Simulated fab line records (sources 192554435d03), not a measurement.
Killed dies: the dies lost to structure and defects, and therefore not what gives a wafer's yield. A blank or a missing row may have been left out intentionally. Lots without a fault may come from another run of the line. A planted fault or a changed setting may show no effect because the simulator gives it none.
Matching of chambers -- flow n5-finfet -- rie-diel-04 running N5_BEOL_M1_DESCUM_33: 4 sister chambers
The step chemistry O2, time 7 s. 8 wafers are shown with their chamber, then 7 later ones without.

WAFERS PAIRED WITH THEIR CHAMBERS
wafer,chamber,throttle-valve-pct (%),drypump-motor-current-A (A)
L080.1,2,20.68,6.4
L080.2,0,20.02,6.1
L080.5,3,20.72,5.3
L080.6,0,20.00,6.1
L081.2,3,20.73,5.4
L081.6,2,20.68,6.4
L082.1,1,20.32,6.3
L082.5,1,20.32,6.3

WAFERS WITH NO CHAMBER GIVEN
wafer,throttle-valve-pct (%),drypump-motor-current-A (A)
L082.6,20.01,6.1
L088.1,20.33,6.3
L088.2,20.72,6.5
L088.3,20.03,6.1
L088.4,20.74,5.3
L088.5,20.04,6.1
L088.6,20.76,5.3

THE CHAMBER EACH PASSED THROUGH
wafer,from the rows above,in truth
L082.6,0,0
L088.1,1,1
L088.2,2,2
L088.3,0,0
L088.4,3,3
L088.5,0,0
L088.6,3,3
Correct placement for 7 of the 7. Number that these rows cannot place: 0. Placed wrongly: 0.
How it was worked out, from the rows above alone: a wafer's distance from a chamber is the root of the sum, over the readings, of the square of ((its reading less the chamber's mean) divided by the reading's scatter). If the next closest chamber is less than 2 further off than the closest, the wafer can't be placed; otherwise it belongs to the closest. Each chamber's mean is taken over the wafers shown for it. The scatter: take each reading less its chamber's mean, square it, sum over the shown wafers, divide by the number of wafers less the number of chambers, and take the root.
